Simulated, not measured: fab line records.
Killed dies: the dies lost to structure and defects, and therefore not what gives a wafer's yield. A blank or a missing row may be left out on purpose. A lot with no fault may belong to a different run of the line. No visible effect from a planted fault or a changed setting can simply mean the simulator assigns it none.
Comparing a struck lot with a sound one | flow nand harc | 40 out of 1302 route steps
Sound: wafers L941.1, L941.4, L941.6. Struck: wafers L952.2, L952.3, L952.5. The cause comes at the end.
For every step that has rows: the tool of each side, followed by ch and its chambers, followed by its first start. Under that, the readings that differ: sound wafers | struck wafers | difference of the means | sigmas: that difference in standard deviations of wafers without a fault.
alike: same words and numbers on both sides, and readings whose means sit less than 2 such deviations apart. not compared: any withheld reading, any reading some wafer has no value for, any bound like >300 that may hide the same value, and any number with overlapping values for which the record gives no deviation.
The two part at a step that has a row with sigmas, a row that says differs or no value, or rows on one side only. Numbers that don't overlap but have no deviation are shown without sigmas and don't part them. A reading that every wafer of one side lacks parts them only if that side has two wafers or more.

NHARC_P_M0_OVL_MEAS_10: pitch 180 nm.
  sound: overlay-01 at day 6 11:13; struck: overlay-02 at day 10 15:17
  reading           | sound       | struck         | difference | sigmas
  overlay y nm (nm) | 1.0 1.1 1.2 | -1.3 -1.1 -1.0 | -2.2       | -3
  alike: overlay x nm
NHARC_P_M0_INSPECT_11:
  sound: defect inspect-01 at day 6 11:14; struck: defect inspect-01 at day 10 15:19
  reading          | sound | struck | difference | sigmas
  raw defect count | 3 1 3 | 5 10 9 | +6         | +2
NHARC_P_M0_DESCUM_14: chemistry O2, time 3 s.
  sound on rie diel-04 ch 1,2, day 6 11:18; struck on rie diel-12 ch 0,1, day 10 15:23
  alike: drypump motor current A, oes product au, rf vpp V, showerhead plenum p Torr, throttle valve pct
  not compared: rf hours counter h
NHARC_P_M0_ETCH_34: etches the open film in N2/H2, target depth 40 nm, overetch 12 nm, time 43.94 s.
  sound on rie diel-04 ch 1,2,3, day 6 11:31; struck on rie diel-12 ch 0,1, day 10 15:28
  alike: drypump motor current A, oes product au, rf fwd power W, rf vpp V, showerhead plenum p Torr, throttle valve pct
  not compared: rf hours counter h
then, 1 step without rows for these wafers: NHARC_P_M0_ETCH_15 (etches the open film in C4F8/Ar, target depth 150 nm, overetch 15 nm, time 82.5 s).
NHARC_P_M0_CD_MEAS_16:
  sound: cd sem-01 at day 6 11:47; struck: cd sem-02 at day 10 15:41
  alike: cd nm
then, 5 steps without rows for these wafers: NHARC_P_M0_STRIP_18 (strips in N2/H2); NHARC_P_M0_STRIP_19 (strips in post etch residue remover, time 600 s); NHARC_P_M0_DEGAS_28 (time 60 s); NHARC_P_M0_PRE_CLEAN_29 (time 30 s); NHARC_P_M0_PVD_20 (deposits TaN, target thk 5 nm, time 8.06 s).
NHARC_P_M0_PVD_21: deposits Cu, target thk 30 nm, time 20.49 s.
  sound on pvd sputter-01; struck on pvd sputter-03
  alike: throttle valve pct
NHARC_P_M0_ECD_22: material Cu, target thk 400 nm.
  sound on ecd cu-01 ch 1, day 6 12:47; struck on ecd cu-02 ch 0, day 10 16:39
then, 2 steps without rows for these wafers: NHARC_P_M0_ANNEAL_30 (time 90 s); NHARC_P_M0_CMP_23 (polishes, t overpolish 20 s, target thk 117.54 nm).
NHARC_P_M0_THK_MEAS_24: measures by xrf.
  sound: film metro-02 at day 6 13:49; struck: film metro-01 at day 10 17:42
  alike: thk nm
following that, these wafers have no rows for 1 step: NHARC_P_M0_SRD_25.
NHARC_P_M0_PRE_CLEAN_31: time 12 s.
  sound on pecvd-04 ch 0,1,2, day 6 14:04; struck on pecvd-01 ch 0,2, day 10 17:55
  alike: heater power w, rf fwd power W
then, 11 steps without rows for these wafers: NHARC_P_M0_DEP_32 (deposits SiCN, target thk 30 nm); NHARC_P_M1_DEP_00 (deposits SiOC, target thk 182.5 nm); NHARC_P_M1_DEHYDRATE_01 (time 120 s); NHARC_P_M1_HMDS_02 (time 30 s); NHARC_P_M1_COAT_34 (time 65 s); NHARC_P_M1_COAT_03 (resist thk 90 nm); NHARC_P_M1_SOFTBAKE_04 (time 55 s); NHARC_P_M1_EBR_05; NHARC_P_M1_EXPOSE_06 (exposes mask P M1, target cd 130 nm); NHARC_P_M1_PEB_07 (peb time 65 s); NHARC_P_M1_DEVELOP_08 (develop time 35 s).
NHARC_P_M1_CD_MEAS_09 targets a cd of 130 nm.
  sound on cd sem-03 ch 0, day 6 15:22; struck on cd sem-02 ch 0, day 10 19:15
  alike: cd nm
NHARC_P_M1_OVL_MEAS_10: pitch 260 nm.
  sound: overlay-02 at day 6 15:28; struck: overlay-01 at day 10 19:20
  alike: overlay x nm, overlay y nm
NHARC_P_M1_DESCUM_14: chemistry O2, time 3 s.
  sound on rie diel-11 ch 0,3, day 6 15:34; struck on rie diel-07 ch 2,3, day 10 19:26
  alike: drypump motor current A, oes product au, rf vpp V, showerhead plenum p Torr, throttle valve pct
  not compared: rf hours counter h
then, 2 steps without rows for these wafers: NHARC_P_M1_ETCH_35 (etches the open film in N2/H2, target depth 40 nm, overetch 12 nm, time 43.94 s); NHARC_P_M1_ETCH_15 (etches the open film in C4F8/Ar, target depth 182.5 nm, time 91.2 s).
NHARC_P_M1_CD_MEAS_16:
  sound: cd sem-01 at day 6 15:55; struck: cd sem-03 at day 10 19:44
  alike: cd nm
then, 4 steps without rows for these wafers: NHARC_P_M1_STRIP_18 (strips in N2/H2); NHARC_P_M1_ETCH_28 (etches the open film in CF4/N2, target depth 30 nm, time 72.99 s); NHARC_P_M1_STRIP_19 (strips in post etch residue remover, time 600 s); NHARC_P_M1_DEGAS_29 (time 60 s).
-- break in the record here, with 18 days between the starts of the struck wafers on either side (left off in module P_M1, picked up again in module END, where the first step shown is number 1302 on the route) --
NHARC_END_SORT_01:
  sound on prober-02 ch 0, day 24 22:31; struck on prober-01 ch 0, day 28 23:47
  reading             | sound     | struck | difference | sigmas
  killed at array     | 87 106 80 | 35 47  | -50        | -2
  killed at periphery | 7 3 3     | 34 32  | +29        | +10
  alike: defect limited yield, killed at other, killed dies, killed open, killed short

== WHERE THEY PART ==
First at NHARC_P_M0_OVL_MEAS_10; last, within this record, at NHARC_END_SORT_01.

WHY: what had been put in by the simulator
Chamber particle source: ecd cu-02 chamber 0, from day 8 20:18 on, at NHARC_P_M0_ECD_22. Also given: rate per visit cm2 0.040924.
